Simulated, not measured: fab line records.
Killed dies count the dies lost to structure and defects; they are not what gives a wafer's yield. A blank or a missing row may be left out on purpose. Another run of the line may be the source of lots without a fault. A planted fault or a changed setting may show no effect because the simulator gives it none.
Which tool did it? ; flow n5 finfet ; 10 lots with 30 wafers sampled at 5 steps, on a route of 1938 steps

== WHAT THE GAUGES SHOWED, per wafer ==
N5_BEOL_M3_THK_MEAS_01. Usual: M3_ILD_THK typically reads 79.2 nm, with standard deviation 1.1.
lot;measured;on;M3_ILD_THK (nm);flag
L974;day 7 06:08;film metro-01;79.6 80.7 79.4;
L975;day 7 14:11;film metro-01;78.3 79.9 80.6;
L976;day 7 21:11;film metro-01;79.1 77.9 78.5;
L982;day 9 14:47;film metro-01;79.7 80.5 80.1;
L990;day 11 12:16;film metro-02;78.5 80.9 80.9;
L993;day 12 01:32;film metro-02;77.8 78.7 81.2;
L994;day 12 05:50;film metro-02;79.0 79.4 81.0;
L995;day 12 20:14;film metro-02;77.5 77.4 79.1;

N5_BEOL_M4_RC_MEAS_101. Usual: DIBL_N 36.0 mV/V, standard deviation 1.7; DIBL_P 36.0 mV/V, standard deviation 2; IOFF_N 0.156 nA/um, standard deviation 0.028; IOFF_P 0.21 nA/um, standard deviation 0.04; ION_N 673 uA/um, standard deviation 12; ION_P 463 uA/um, standard deviation 8.3; SS_N 71.4 mV/dec, standard deviation 0.6; SS_P 73.3 mV/dec, standard deviation 0.66; VT_N 250 mV, standard deviation 3; VT_P -250 mV, standard deviation 3.8.
lot;measured;on;DIBL_N (mV/V);DIBL_P (mV/V);IOFF_N (nA/um);IOFF_P (nA/um);ION_N (uA/um);ION_P (uA/um);SS_N (mV/dec);SS_P (mV/dec);VT_N (mV);VT_P (mV);flag
L974;day 8 01:18;prober-02;35.8 38.5 35.0;35.5 39.1 35.3;0.155 0.207 0.146;0.16 0.22 0.17;674 680 668;460 454 454;72.5 72.3 70.5;73.2 74.7 73.0;250 248 248;-257 -251 -256;
L975;day 8 11:33;prober-02;36.9 36.9 34.7;36.3 35.9 34.3;0.167 0.153 0.123;0.18 0.18 0.16;677 660 672;461 448 457;71.3 71.9 70.7;73.6 73.7 72.6;250 255 254;-254 -255 -254;
L976;day 8 13:30;prober-01;36.4 35.6 35.0;39.0 36.4 36.8;0.167 0.153 0.141;0.26 0.22 0.21;684 667 660;469 466 462;72.0 71.8 70.9;73.6 72.4 73.0;249 253 251;-245 -247 -249;
L982;day 10 11:10;prober-02;32.3 34.6 34.7;32.4 35.4 35.3;0.112 0.156 0.142;0.19 0.23 0.22;658 682 660;462 467 459;70.2 71.0 71.6;72.7 73.5 73.2;254 250 252;-249 -247 -247;
L990;day 12 11:52;prober-01;34.1 33.2 32.0;35.3 33.7 32.7;0.130 0.116 0.098;0.16 0.15 0.13;660 672 652;447 451 450;71.4 71.2 70.7;72.9 72.9 72.6;252 251 257;-257 -256 -257;
L993;day 13 08:37;prober-02;34.3 34.2 34.4;34.3 33.8 34.6;0.137 0.136 0.143;0.20 0.19 0.21;671 672 675;463 468 472;71.6 70.3 70.9;73.4 72.6 73.2;252 250 249;-247 -249 -245;
L994;day 13 10:40;prober-01;35.1 36.1 35.9;35.2 36.0 36.8;0.132 0.156 0.150;0.16 0.18 0.19;676 674 680;463 461 462;70.9 71.5 71.0;72.4 73.2 72.9;251 250 251;-254 -256 -253;
L995;day 14 00:35;prober-02;36.8 36.1 36.3;37.8 37.0 36.7;0.184 0.167 0.166;0.23 0.21 0.21;694 684 680;471 464 459;71.0 71.1 71.8;73.2 72.9 73.4;246 248 247;-249 -251 -253;

== WHAT TOOL EACH LOT RAN ON (gives the tool, then ch and the chambers of the sampled wafers, and finally the start) ==
lot;N5_BEOL_M2_ANNEAL_82;N5_BEOL_M2_SPUTTER_90;N5_BEOL_M2_DEP_57
L974;pvd sputter-02, day 7 03:26;pvd sputter-02, day 7 04:01;pecvd-02 ch 0,2, day 7 05:56
L975;pvd sputter-03, day 7 11:46;pvd sputter-03, day 7 12:20;pecvd-02 ch 0,1,2, day 7 13:59
L976;pvd sputter-02, day 7 18:46;pvd sputter-02, day 7 19:20;pecvd-01 ch 0,1,2, day 7 20:59
L982;pvd sputter-02, day 9 12:22;pvd sputter-02, day 9 12:56;pecvd-03 ch 1,2, day 9 14:35
L983;pvd sputter-03, day 9 17:41;pvd sputter-03, day 9 18:16;pecvd-02 ch 1, day 9 19:55
L984;pvd sputter-03, day 9 20:58;pvd sputter-03, day 9 21:33;pecvd-02 ch 0,1, day 9 23:12
L990;pvd sputter-01, day 11 09:51;pvd sputter-01, day 11 10:26;pecvd-02 ch 0,1,2, day 11 12:04
L993;pvd sputter-02, day 11 22:56;pvd sputter-02, day 11 23:35;pecvd-02 ch 0,1,2, day 12 01:20
L994;pvd sputter-02, day 12 03:13;pvd sputter-02, day 12 03:52;pecvd-02 ch 0,1, day 12 05:37
L995;pvd sputter-03, day 12 17:46;pvd sputter-03, day 12 18:21;pecvd-02 ch 0,1, day 12 20:02
- N5_BEOL_M2_ANNEAL_82: time 240 s.
- N5_BEOL_M2_SPUTTER_90: material Cu, target thk 4.5 nm, time 8.29 s.
- N5_BEOL_M2_DEP_57: deposits SiCN from 3MS/NH3, target thk 8 nm, time 14 s.

== WHAT THE TOOLS THEMSELVES READ (means of the sampled wafers that have a number; where no wafer has one, the mark that the record gives instead) ==
N5_BEOL_M2_ANNEAL_82. Usual: heater power w at 831 W, with a standard deviation of 68.
lot;tool;heater power w (W);flag
L974;pvd sputter-02;861;
L975;pvd sputter-03;789;
L976;pvd sputter-02;853;
L982;pvd sputter-02;814;
L983;pvd sputter-03;814;
L984;pvd sputter-03;806;
L990;pvd sputter-01;816;
L993;pvd sputter-02;834;
L994;pvd sputter-02;848;
L995;pvd sputter-03;829;

N5_BEOL_M2_SPUTTER_90. Usual: chamber pressure pa 0.06999 Pa, standard deviation 0.00014; throttle valve pct 29.9 %, standard deviation 0.96.
lot;tool;chamber pressure pa (Pa);throttle valve pct (%);flag
L974;pvd sputter-02;0.07002;29.2;
L975;pvd sputter-03;0.06999;30.3;
L976;pvd sputter-02;0.06990;28.9;
L982;pvd sputter-02;0.07003;29.2;
L983;pvd sputter-03;0.07008;30.1;
L984;pvd sputter-03;0.06996;30.7;
L990;pvd sputter-01;0.06993;31.1;
L993;pvd sputter-02;0.06994;29.2;
L994;pvd sputter-02;0.07001;29.1;
L995;pvd sputter-03;0.06997;30.8;

N5_BEOL_M2_DEP_57. Usual: chamber pressure Torr 3.001 Torr, standard deviation 0.0058; rf fwd power W 199.2 W, standard deviation 1.3; showerhead plenum p Torr 3.669 Torr, standard deviation 0.016; throttle valve pct 9.0 %, standard deviation 0.35.
lot;tool;chamber pressure Torr (Torr);rf fwd power W (W);showerhead plenum p Torr (Torr);throttle valve pct (%);flag
L974;pecvd-02;3.003;199.2;3.682;8.9;
L975;pecvd-02;3.002;199.5;3.683;9.1;
L976;pecvd-01;3.005;199.7;3.644;8.9;
L982;pecvd-03;3.000;197.7;3.667;8.7;
L983;pecvd-02;-;-;-;-;OFF
L984;pecvd-02;-;-;-;-;OFF
L990;pecvd-02;3.004;199.5;3.681;8.9;
L993;pecvd-02;3.001;199.7;3.680;8.9;
L994;pecvd-02;3.001;199.8;3.672;9.2;
L995;pecvd-02;3.000;200.3;3.667;9.2;

== THE ANSWER, worked out from the rows above alone ==
Rule: lot off if the mean of its wafers having a number is beyond 3 standard deviations from the usual mean. A lot without any number at a reading at which 4 lots or more have one is off too. Any other lot the step has rows for is counted as sound. The gauges are gone through in route order, then the tools' own readings, and for those a lot's mean is taken as printed above. At the first step where some lot is off, the reading lying furthest off is the one used; lots without a number count as furthest.
Off: L983, L984, at N5_BEOL_M2_DEP_57 (chamber pressure Torr). Without a number there: L983, L984.
A tool fits if, at that step or a process step before it, it ran every lot that is off, and no sound lot after the first of them. Of those tried, none fits.

== WHAT THE SIMULATOR HAD INSERTED ==
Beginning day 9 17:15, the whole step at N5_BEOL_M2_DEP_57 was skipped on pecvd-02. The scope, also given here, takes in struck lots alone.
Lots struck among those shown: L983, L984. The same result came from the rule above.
